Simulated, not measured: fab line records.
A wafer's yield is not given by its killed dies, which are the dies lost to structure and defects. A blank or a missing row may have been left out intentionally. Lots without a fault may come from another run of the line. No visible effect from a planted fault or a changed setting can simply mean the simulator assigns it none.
fab line records	flow nandHarc
[record] lots = 11	wafers = 33	lastDay = 24
route steps=1159 shown P_GATE@148
lots with no fault: from the same line, run without faults
startH: hours from the record's opening day to when the first of the lot's shown wafers began	waitH: hours elapsed since this lot's preceding step	" the same as in the row above	L1.1+2: a single row standing in for several wafers	- either no value or no given start	* or withheld: withheld	< > ~ a bound
route shown NAME@n: names a module that has steps shown in the file, with the first one's number in the route	usual: average and standard deviation across the fault-free wafers	same: alike in all rows	chamber/n: place in a boat	sites: per-site readings	_std_site: the standard deviation of these	_edge_site: inner sites' mean taken away from outer sites' mean	radiusMm: for every site, how far away it sits from the centre of the wafer	mask NAME#n: copy n	behind: tool/chamber where the wafer was last shaped	hold: why the lot went on hold/how many hours it stayed there/how the hold came to an end	device: transistor that didn't switch, given as n, p or np	end of line: at the end of the route, the tests of the same wafers	a step without rows: its recipe alone	killed: dies that structure and defects cost at the first sort, which is not the same as the wafer's yield	map: a wafer's dies, x killed, . not, _ none there
set.NAME: the setting that was run; set.NAME@STEP: the one run at that earlier step	model.NAME: the simulator's own value behind a step, which no gauge read
steps of the route over a sample of lots; a table a step, a row a wafer
services: when a tool's chamber went out of use (startH, in hours from the record's first day, below 0 if earlier), for how many hours, and the reason
[[steps]]
[step NHARC_P_GATE_ETCH_114]
[recipe] targetDepthA = 300	overetchA = 30	timeS = 16.5	ionEnergyEv = 100	cf4FlowSccm = 80	o2FlowSccm = 20	arFlowSccm = 0	rfW = 300	biasW = 100	chemistry = CF4/O2
[usual] chamberPressureMTorr = 29.999/0.027	drypumpMotorCurrentA = 5.5/0.54	oes_ar_750_au = 1.000/0.0042	oesProductAu = 1.001/0.0075	rfVppV = 197.9/1.2	showerheadPlenumPTorr = 1.34/0.041	throttleValvePct = 13.397/0.0092
lot.wafer	tool	chamber	startH	waitH	chamberPressureMTorr	drypumpMotorCurrentA	oes_ar_750_au	oesProductAu	rfHoursCounterH	rfVppV	showerheadPlenumPTorr	throttleValvePct
L309.3	rieDiel-11	1	-	-	30.040	6.4	1.001	0.989	29	199.6	1.39	13.404
L309.1	"	2	"	"	30.013	5.6	1.002	1.003	28	195.9	1.27	13.417
L309.2	"	3	"	"	29.937	5.4	1.005	0.996	26	197.4	1.30	13.400
L311.2	rieDiel-03	2	-	-	29.948	5.6	1.007	0.995	20	199.7	1.42	13.383
L311.1	"	3	"	"	29.984	6.7	1.000	1.011	18	197.3	1.33	13.401
L311.3	"	0	"	"	30.007	5.6	0.996	0.999	19	198.3	1.41	13.411
L312.2	rieDiel-02	1	-	-	30.011	5.3	0.995	1.000	25	195.2	1.33	13.403
L312.3	"	0	"	"	29.988	4.7	0.997	1.006	24	199.8	1.38	13.396
L312.5	"	3	"	"	30.019	5.7	1.001	0.990	-	195.7	1.30	13.388
L313.2	rieDiel-02	1	-	-	30.013	5.3	1.000	0.991	28	196.6	1.32	13.410
L313.4	"	0	"	"	29.970	4.7	0.997	0.992	27	197.8	1.38	13.381
L313.5	"	2	"	"	29.943	5.3	1.007	0.992	-	198.3	1.33	13.398
L317.1	rieDiel-03	1	-	-	30.033	4.9	1.001	1.011	34	198.3	1.39	13.409
L317.4	"	2	"	"	29.979	5.6	1.000	1.009	31	199.8	1.42	13.404
L317.5	"	0	"	"	29.991	5.6	1.002	0.997	-	199.0	1.40	13.395
L318.1	rieDiel-02	2	-	-	29.974	5.3	1.002	0.990	29	197.9	1.33	13.395
L318.6	"	2	"	"	29.975	5.3	1.008	0.981	-	196.8	1.32	13.397
L318.5	"	0	"	"	30.029	4.7	1.006	0.995	-	197.6	1.38	13.390
L322.3	rieDiel-03	3	-	-	30.015	6.7	0.996	1.016	40	197.4	1.33	13.388
L322.6	"	3	"	"	30.003	6.7	0.999	1.007	-	198.7	1.33	13.384
L322.5	"	0	"	"	29.996	5.6	1.001	1.009	-	198.4	1.40	13.417
L329.2	rieDiel-02	0	-	-	30.029	4.7	0.993	1.020	11	201.4	1.38	13.401
L329.4	"	2	"	"	30.012	5.4	1.001	1.008	8	199.5	1.32	13.405
L329.3	"	3	"	"	29.996	5.7	0.995	1.013	9	197.8	1.30	13.404
L330.3	rieDiel-02	2	-	-	30.007	5.3	1.009	0.997	9	197.4	1.32	13.402
L330.6	"	2	"	"	30.024	5.4	0.989	0.998	-	196.5	1.32	13.383
L330.5	"	3	"	"	29.976	5.7	1.007	1.004	-	198.5	1.30	13.396
L331.1	rieDiel-02	3	-	-	29.991	5.7	0.993	1.007	13	196.1	1.29	13.409
L331.5	"	1	"	"	30.003	5.3	1.003	1.013	-	197.7	1.32	13.406
L331.6	"	2	"	"	29.980	5.3	1.001	1.000	-	197.1	1.32	13.404
L332.2	rieDiel-02	0	-	-	29.947	4.7	0.998	1.000	14	198.8	1.38	13.388
L332.3	"	1	"	"	30.000	5.3	1.002	1.006	14	197.8	1.32	13.383
L332.1	"	2	"	"	29.975	5.4	0.997	0.997	12	197.4	1.32	13.405
[step NHARC_P_GATE_ETCHBACK_37]
[recipe] targetDepthA = 345	timeS = 17.2	chf3FlowSccm = 50	o2FlowSccm = 10	arFlowSccm = 200	rfW = 500	biasW = 200	chemistry = CHF3/O2
[usual] chamberPressureMTorr = 24.998/0.025	drypumpMotorCurrentA = 5.6/0.57	oesProductAu = 0.96/0.036	rfVppV = 370.8/1.9	showerheadPlenumPTorr = 2.41/0.074	throttleValvePct = 20.573/0.0091
lot.wafer	tool	chamber	startH	waitH	chamberPressureMTorr	drypumpMotorCurrentA	oesProductAu	rfHoursCounterH	rfVppV	showerheadPlenumPTorr	throttleValvePct
L309.1	rieDiel-03	2	-	-	24.956	5.6	0.99	21	374.1	2.55	20.566
L309.3	"	0	"	"	24.999	5.6	1.00	21	372.9	2.52	20.601
L309.2	"	1	"	"	24.983	4.9	1.00	23	371.1	2.50	20.569
L311.1	rieDiel-03	1	-	-	25.014	4.9	0.92	25	370.7	2.49	20.547
L311.3	"	2	"	"	25.047	5.6	0.92	23	373.5	2.55	20.573
L311.2	"	3	"	"	24.986	6.8	0.93	21	370.0	2.40	20.571
L312.2	rieDiel-02	3	-	-	25.008	5.7	0.93	24	369.3	2.34	20.566
L312.3	"	0	"	"	25.055	4.7	0.93	27	374.0	2.49	20.569
L312.5	"	1	"	"	25.020	5.3	0.93	-	371.4	2.39	20.573
L313.2	rieDiel-03	1	-	-	25.022	4.9	0.93	31	371.7	2.49	20.569
L313.5	"	3	"	"	25.014	6.7	0.93	-	370.6	2.40	20.568
L313.4	"	1	"	"	25.041	4.9	0.93	-	372.6	2.49	20.560
L317.1	rieDiel-02	2	-	-	24.979	5.3	0.92	29	370.8	2.38	20.587
L317.5	"	0	"	"	24.962	4.7	0.93	-	373.2	2.48	20.555
L317.4	"	1	"	"	24.987	5.3	0.93	-	372.0	2.38	20.583
L318.1	rieDiel-11	0	-	-	25.005	6.1	0.99	39	370.2	2.38	20.574
L318.5	"	0	"	"	24.987	6.1	0.98	-	368.8	2.38	20.588
L318.6	"	1	"	"	25.022	6.4	0.98	-	372.0	2.48	20.563
L322.3	rieDiel-02	0	-	-	24.963	4.7	0.92	3	370.9	2.48	20.575
L322.5	"	1	"	"	24.967	5.3	0.92	-	370.3	2.38	20.579
L322.6	"	2	"	"	25.038	5.3	0.93	-	367.5	2.38	20.572
L329.2	rieDiel-02	1	-	-	24.987	5.3	0.94	13	368.9	2.38	20.565
L329.4	"	2	"	"	25.006	5.4	0.93	11	370.4	2.38	20.575
L329.3	"	3	"	"	24.993	5.7	0.93	12	368.9	2.33	20.580
L330.3	rieDiel-02	3	-	-	25.020	5.7	0.93	13	370.9	2.33	20.573
L330.5	"	0	"	"	24.993	4.7	0.93	-	370.9	2.48	20.576
L330.6	"	1	"	"	24.962	5.3	0.92	-	370.2	2.38	20.586
L331.1	rieDiel-03	0	-	-	25.001	5.6	1.02	3	372.8	2.51	20.567
L331.5	"	1	"	"	25.035	4.9	1.00	-	371.8	2.48	20.574
L331.6	"	2	"	"	25.020	5.6	1.00	-	374.8	2.53	20.574
L332.1	rieDiel-11	1	-	-	25.005	6.4	1.00	11	372.4	2.47	20.576
L332.3	"	2	"	"	24.978	5.6	0.99	12	367.0	2.27	20.565
L332.2	"	3	"	"	24.985	5.4	0.99	11	368.7	2.32	20.575
[step NHARC_P_GATE_STRIP_111]
[recipe] powerW = 1500	tempC = 110	timeS = 250	chemistry = N2/H2
[usual] drypumpMotorCurrentA = 5.81/0.27	heaterPowerW = 89/12
lot.wafer	tool	chamber	startH	waitH	drypumpMotorCurrentA	heaterPowerW	rfHoursCounterH
L309.2	plasmaAsher-02	1	103.03	0.6	5.61	92	30
L309.1	"	0	"	"	5.97	94	30
L309.3	"	0	"	"	5.96	98	-
L311.1	plasmaAsher-01	0	108.95	0.2	5.51	99	0
L311.2	"	1	"	"	6.18	68	0
L311.3	"	1	"	"	6.16	68	-
L312.2	plasmaAsher-01	0	109.40	0.2	5.48	102	0
L312.3	"	1	"	"	6.21	69	-
L312.5	"	0	"	"	5.50	102	-
L313.2	plasmaAsher-02	0	127.62	0.2	5.95	96	38
L313.4	"	0	"	"	5.95	98	-
L313.5	"	0	"	"	5.98	96	-
L317.1	plasmaAsher-02	1	148.78	0.2	5.57	90	45
L317.4	"	0	"	"	5.94	97	-
L317.5	"	1	"	"	5.58	87	-
L318.1	plasmaAsher-01	0	157.16	0.2	5.53	98	17
L318.6	"	0	"	"	5.51	102	-
L318.5	"	1	"	"	6.18	68	-
L322.3	plasmaAsher-01	1	180.94	0.3	6.16	69	-
L322.5	"	0	"	"	5.53	103	-
L322.6	"	1	"	"	6.18	67	-
L329.2	plasmaAsher-02	1	221.91	0.3	5.59	88	12
L329.4	"	0	"	"	5.96	92	-
L329.3	"	1	"	"	5.63	90	-
L330.3	plasmaAsher-01	0	227.33	0.2	5.50	103	-
L330.5	"	0	"	"	5.52	99	-
L330.6	"	1	"	"	6.16	69	-
L331.1	plasmaAsher-02	0	235.44	0.2	5.96	94	17
L331.6	"	0	"	"	5.97	93	-
L331.5	"	1	"	"	5.62	92	-
L332.2	plasmaAsher-02	0	235.87	0.2	5.97	92	17
L332.1	"	1	"	"	5.57	92	17
L332.3	"	1	"	"	5.59	91	-
[step NHARC_P_GATE_EXPOSE_56]
[recipe] na = 0.6	targetCdNm = 720	doseMj = 14.81	maskId = P_PSD
lot.wafer	tool	chamber	startH	waitH	mask
L309.1+2+3	krfScanner-03	0	104.09	-	P_PSD#0
L311.1+2+3	krfScanner-03	0	109.89	-	P_PSD#0
L312.2+3+5	krfScanner-03	0	110.47	-	P_PSD#0
L313.2+4+5	krfScanner-01	0	128.70	-	P_PSD#0
L317.1+4+5	krfScanner-02	0	149.80	-	P_PSD#0
L318.1+5+6	krfScanner-02	0	158.10	-	P_PSD#0
L322.3+5+6	krfScanner-02	0	181.74	-	P_PSD_R1#0
L329.2+3+4	krfScanner-03	0	222.82	-	P_PSD#0
L330.3+5+6	krfScanner-02	0	228.33	-	P_PSD#0
L331.1+5+6	krfScanner-02	0	236.38	-	P_PSD#0
L332.1+2+3	krfScanner-01	0	236.94	-	P_PSD#0
[step NHARC_P_GATE_CD_MEAS_59]
[recipe] targetCdNm = 720	landingEnergyEv = 500
[usual] cdNm = 720.4/1.6
lot.wafer	tool	chamber	startH	waitH	cdNm
L309.1	cdSem-03	0	104.25	-	721.9
L309.2	"	0	"	"	720.0
L309.3	"	0	"	"	722.4
L311.1	cdSem-03	0	110.05	-	722.8
L311.2	"	0	"	"	720.5
L311.3	"	0	"	"	722.6
L312.2	cdSem-02	0	110.62	-	720.4
L312.3	"	0	"	"	721.2
L312.5	"	0	"	"	721.2
L313.2	cdSem-03	0	128.86	-	718.8
L313.4	"	0	"	"	718.2
L313.5	"	0	"	"	719.7
L317.1	cdSem-03	0	149.96	-	718.7
L317.4	"	0	"	"	719.7
L317.5	"	0	"	"	719.3
L318.1	cdSem-01	0	158.26	-	720.3
L318.5	"	0	"	"	719.5
L318.6	"	0	"	"	719.5
L322.3	cdSem-03	0	181.89	-	706.3
L322.5	"	0	"	"	706.9
L322.6	"	0	"	"	704.7
L329.2	cdSem-01	0	222.97	-	721.9
L329.3	"	0	"	"	721.3
L329.4	"	0	"	"	722.0
L330.3	cdSem-03	0	228.48	-	721.5
L330.5	"	0	"	"	719.8
L330.6	"	0	"	"	717.8
L331.1	cdSem-01	0	236.54	-	719.8
L331.5	"	0	"	"	719.8
L331.6	"	0	"	"	721.5
L332.1	cdSem-03	0	237.10	-	723.6
L332.2	"	0	"	"	721.9
L332.3	"	0	"	"	718.7
[[services]]
tool	chamber	startH	hours	kind
rieDiel-02	3	77.09	5.6	repair
krfScanner-01	-	84.00	4.0	pm
rieDiel-11	0	85.66	21.6	repair
rieDiel-11	3	86.57	2.1	repair
rieDiel-02	2	95.94	13.9	repair
plasmaAsher-01	-	99.00	9.0	pm
rieDiel-03	2	125.38	6.1	repair
rieDiel-03	-	129.29	0.2	repair
plasmaAsher-02	-	133.31	0.3	repair
rieDiel-03	0	140.09	5.1	repair
rieDiel-02	3	144.75	8.2	repair
krfScanner-01	-	147.75	7.0	repair
rieDiel-02	-	150.70	9.0	pm
krfScanner-03	-	168.00	4.0	pm
krfScanner-02	-	171.90	2.2	repair
rieDiel-03	2	175.48	10.4	repair
plasmaAsher-02	-	183.00	9.0	pm
krfScanner-02	-	184.10	0.7	repair
rieDiel-02	3	184.48	4.1	repair
rieDiel-02	2	186.18	7.2	repair
rieDiel-11	-	189.50	9.0	pm
krfScanner-02	-	210.00	4.0	pm
rieDiel-03	-	215.46	9.0	pm
krfScanner-03	-	236.41	0.4	repair
[[key]]
[firstSign] step = NHARC_P_GATE_EXPOSE_56	reading = mask	direction = changed
[effect] step = NHARC_P_GATE_CD_MEAS_59	reading = cdNm	direction = down	sigmas = 9.3	usual = 720.4	struck = 706.0
metAt NHARC_P_GATE_EXPOSE_56
struckLots L322
testerLeftOut L322
notActingAt NHARC_P_GATE_ETCH_114,NHARC_P_GATE_ETCHBACK_37,NHARC_P_GATE_STRIP_111
onsetBetween 158.10 181.74
[fault] kind = wrongMask	tool = any	chamber = -	onsetH = 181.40	steps = NHARC_P_GATE_EXPOSE_56	auxCopy = P_PSD_R1#0	cdOffsetNm = -12.733	scope = struckLotsOnly
// testerLeftOut: of these lots the tester's yield and bins aren't shown, on N5 and GAA mostly nor the transistor test; their killed dies are dies lost to structure and defects alone, not to doping, threshold or leakage, so they don't give the yield
